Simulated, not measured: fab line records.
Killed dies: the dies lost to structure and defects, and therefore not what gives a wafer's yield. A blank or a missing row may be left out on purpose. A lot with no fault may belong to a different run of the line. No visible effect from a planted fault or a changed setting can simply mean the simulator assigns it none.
Split-lot trial | flow n5Finfet | 39 wafers read across 7 lots, on a route 1938 steps long

== ON THE SPLIT ==
At N5_HKMG_FIN_ETCH_35 (etches SOC in N2/H2, target depth 215.8 nm, time 243.4 s), the setting timeS was moved away from the recipe's 243.4 s on 18 of the 39 wafers read, by -16.8% to +22.4%. All remaining wafers had this setting at the recipe value.

The reading comes from the split's own step.

== THE READING ==
HKMG_FIN.featureDepthNm (the simulator's own value, which no gauge read), in nm, at N5_HKMG_FIN_ETCH_35 (etches SOC in N2/H2, target depth 215.8 nm, time 243.4 s). No usual value for it is given in the file. The 21 wafers here that ran the recipe average 216.1 nm, standard deviation 5.2 nm.

wafer  | tool, chamber at the split | timeS as run, s | against the recipe | HKMG_FIN.featureDepthNm, nm | against lot-mates on the recipe
L076.1 | rieDiel-06, 1              | 243.4           | recipe             | 213.2                       | -
L076.2 | rieDiel-06, 0              | 243.4           | recipe             | 211                         | -
L076.6 | rieDiel-06, 0              | 243.4           | recipe             | 209.8                       | -
L081.1 | rieDiel-02, 1              | 243.4           | recipe             | 223.8                       | -
L081.2 | rieDiel-02, 2              | 243.4           | recipe             | 218.2                       | -
L081.3 | rieDiel-02, 3              | 278.3           | +14.3%             | 252.4                       | +30.8
L081.4 | rieDiel-02, 1              | 243.4           | recipe             | 222.8                       | -
L081.5 | rieDiel-02, 2              | 278.3           | +14.3%             | 253                         | +31.4
L081.6 | rieDiel-02, 3              | 278.3           | +14.3%             | 253.4                       | +31.8
L085.1 | rieDiel-06, 3              | 243.4           | recipe             | 209.2                       | -
L085.2 | rieDiel-06, 1              | 212.4           | -12.7%             | 187.6                       | -22.6
L085.3 | rieDiel-06, 2              | 212.4           | -12.7%             | 192.6                       | -17.6
L085.4 | rieDiel-06, 0              | 243.4           | recipe             | 211.6                       | -
L085.5 | rieDiel-06, 0              | 212.4           | -12.7%             | 184.2                       | -26.0
L085.6 | rieDiel-06, 3              | 243.4           | recipe             | 209.8                       | -
L090.1 | rieDiel-03, 2              | 243.4           | recipe             | 213                         | -
L090.2 | rieDiel-03, 1              | 216.9           | -10.9%             | 203.2                       | -12.5
L090.3 | rieDiel-03, 0              | 243.4           | recipe             | 213.8                       | -
L090.4 | rieDiel-03, 3              | 243.4           | recipe             | 220.4                       | -
L090.5 | rieDiel-03, 1              | 216.9           | -10.9%             | 201.6                       | -14.1
L090.6 | rieDiel-03, 2              | 216.9           | -10.9%             | 190.6                       | -25.1
L094.1 | rieDiel-03, 3              | 243.4           | recipe             | 217.8                       | -
L094.2 | rieDiel-03, 0              | 243.4           | recipe             | 212.8                       | -
L094.3 | rieDiel-03, 2              | 243.4           | recipe             | 211.8                       | -
L094.4 | rieDiel-03, 1              | 202.5           | -16.8%             | 188.2                       | -25.9
L094.5 | rieDiel-03, 3              | 202.5           | -16.8%             | 181.8                       | -32.3
L094.6 | rieDiel-03, 0              | 202.5           | -16.8%             | 177.6                       | -36.5
L096.1 | rieDiel-02, 2              | 243.4           | recipe             | 221                         | -
L096.2 | rieDiel-02, 0              | 297.8           | +22.4%             | 275.6                       | +56.4
L096.3 | rieDiel-02, 1              | 243.4           | recipe             | 218.6                       | -
L096.4 | rieDiel-02, 3              | 243.4           | recipe             | 218                         | -
L096.5 | rieDiel-02, 1              | 297.8           | +22.4%             | 270.4                       | +51.2
L096.6 | rieDiel-02, 0              | 297.8           | +22.4%             | 274.6                       | +55.4
L097.1 | rieDiel-03, 3              | 243.4           | recipe             | 218                         | -
L097.2 | rieDiel-03, 1              | 243.4           | recipe             | 229.6                       | -
L097.3 | rieDiel-03, 0              | 207.3           | -14.8%             | 183                         | -37.7
L097.4 | rieDiel-03, 2              | 243.4           | recipe             | 214.4                       | -
L097.5 | rieDiel-03, 1              | 207.3           | -14.8%             | 196.4                       | -24.3
L097.6 | rieDiel-03, 0              | 207.3           | -14.8%             | 182.2                       | -38.5

FIT RESULTS
A straight line over all 39 wafers: HKMG_FIN.featureDepthNm changes by +2.28 nm for each +1% of timeS; r = +0.97; the points scatter about the line by 5.7 nm.
The same after taking each lot's own level away (the mean of its wafers on the recipe; 39 wafers): +2.14 nm for each +1%; r = +0.98; scatter 4.7 nm.
That fit puts the effect of the largest move of timeS on the reading at 48 nm.
The span of the lots' own levels, 210.20 to 221.60 nm, comes to 2.2 times the standard deviation stated above.
The two slopes are in agreement: the lot-to-lot level therefore moves the slope only a little.
Check: +48.3 nm against its lot-mates is what the line predicts for one of the wafers moved furthest among these (+22.4%) when that wafer is left out of the fit. It came out at +56.4 nm against them.

== OTHER SPLITS APPLIED TO THESE WAFERS ==
Note: prior to the reading, these wafers also went through further splits. Each is held against what the fit with the lots' levels taken away leaves over:
other split on the same wafers  | wafers away from the commonest value | r with HKMG_FIN.featureDepthNm (lot level and that fit taken away)
N5_DUMMY_GATE_ETCH_42 biasW     | 9                                    | -0.19
N5_HKMG_FIN_HK_ALD_01 aldCycles | 15                                   | +0.06

== THE WHOLE CHAIN: every reading that the file lists as answering this split, in the file's order ==
step                | what it does                                             | reading                                                                        | change (the file's fit)              | r (the file's)
N5_HKMG_FIN_ETCH_35 | etches SOC in N2/H2, target depth 215.8 nm, time 243.4 s | SOC_of_HKMG_FIN_COAT_29.thkNm (the simulator's own value, which no gauge read) | -2.11 nm for each +1% of the setting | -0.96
N5_HKMG_FIN_ETCH_35 | etches SOC in N2/H2, target depth 215.8 nm, time 243.4 s | etch.depthNm (the simulator's own value, which no gauge read)                  | +2.12 nm for each +1% of the setting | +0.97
N5_HKMG_FIN_ETCH_35 | etches SOC in N2/H2, target depth 215.8 nm, time 243.4 s | HKMG_FIN.featureDepthNm (the simulator's own value, which no gauge read)       | +2.12 nm for each +1% of the setting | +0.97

== THE FILE'S OWN FIT ==
HKMG_FIN.featureDepthNm changes by +2.12 nm for each +1% of timeS, r = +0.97.
